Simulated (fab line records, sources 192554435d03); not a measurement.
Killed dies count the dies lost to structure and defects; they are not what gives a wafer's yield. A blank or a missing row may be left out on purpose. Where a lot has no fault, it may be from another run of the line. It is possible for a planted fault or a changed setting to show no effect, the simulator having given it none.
Chamber matching / flow n5_finfet / N5_DUMMY_GATE_CMP_04 on cmp-01: 3 sister chambers
The step polishes a-Si. 14 wafers are shown with their chamber, then 6 later ones without.

## EACH WAFER AND ITS CHAMBER
wafer=L074.3; chamber=1; motor_current_A (A)=10.0; time_to_endpoint_s (s)=15.8
wafer=L074.4; chamber=2; motor_current_A (A)=9.4; time_to_endpoint_s (s)=13.7
wafer=L074.5; chamber=2; motor_current_A (A)=9.9; time_to_endpoint_s (s)=16.6
wafer=L075.2; chamber=2; motor_current_A (A)=9.8; time_to_endpoint_s (s)=11.5
wafer=L075.5; chamber=1; motor_current_A (A)=9.6; time_to_endpoint_s (s)=15.0
wafer=L075.6; chamber=2; motor_current_A (A)=9.8; time_to_endpoint_s (s)=14.2
wafer=L076.1; chamber=1; motor_current_A (A)=10.0; time_to_endpoint_s (s)=15.8
wafer=L076.4; chamber=3; motor_current_A (A)=8.1; time_to_endpoint_s (s)=12.7
wafer=L076.6; chamber=1; motor_current_A (A)=9.8; time_to_endpoint_s (s)=15.5
wafer=L077.3; chamber=1; motor_current_A (A)=9.9; time_to_endpoint_s (s)=15.1
wafer=L077.5; chamber=1; motor_current_A (A)=9.7; time_to_endpoint_s (s)=15.4
wafer=L077.6; chamber=2; motor_current_A (A)=9.7; time_to_endpoint_s (s)=14.3
wafer=L079.3; chamber=1; motor_current_A (A)=10.3; time_to_endpoint_s (s)=17.0
wafer=L079.4; chamber=2; motor_current_A (A)=10.0; time_to_endpoint_s (s)=18.9

SIGNATURES, as means of the wafers listed above
reading=motor_current_A; chamber 1=9.900; chamber 2=9.767; chamber 3=8.100; scatter within a chamber=0.22
reading=time_to_endpoint_s; chamber 1=15.657; chamber 2=14.867; chamber 3=12.700; scatter within a chamber=1.79
Rule: a wafer lies at a distance from a chamber equal to the root of the sum of squares, over the readings, of (its reading less the chamber's mean, divided by the reading's scatter). If the next closest chamber is less than 2 further off than the closest, the wafer can't be placed; otherwise it belongs to the closest. How the scatter is found: for the shown wafers, subtract from each reading the mean of its chamber, square and add these, divide the total by (wafers less chambers), then take the root.

## WAFERS MISSING THEIR CHAMBER
wafer=L079.6; motor_current_A (A)=9.5; time_to_endpoint_s (s)=17.2
wafer=L088.3; motor_current_A (A)=10.0; time_to_endpoint_s (s)=13.5
wafer=L088.4; motor_current_A (A)=9.8; time_to_endpoint_s (s)=15.0
wafer=L094.2; motor_current_A (A)=8.0; time_to_endpoint_s (s)=8.5
wafer=L094.3; motor_current_A (A)=9.3; time_to_endpoint_s (s)=11.3
wafer=L094.5; motor_current_A (A)=7.8; time_to_endpoint_s (s)=10.3

## EACH ONE'S CHAMBER
wafer=L079.6; from the rows above=can't be placed: 2 or 1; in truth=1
wafer=L088.3; from the rows above=can't be placed: 1 or 2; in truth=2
wafer=L088.4; from the rows above=can't be placed: 2 or 1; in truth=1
wafer=L094.2; from the rows above=3; in truth=3
wafer=L094.3; from the rows above=can't be placed: 2 or 1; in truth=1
wafer=L094.5; from the rows above=3; in truth=3
Correctly placed: 2 of 6. These rows do not allow placing 4 (true chamber among the candidates in 4). Number placed wrongly: 0.
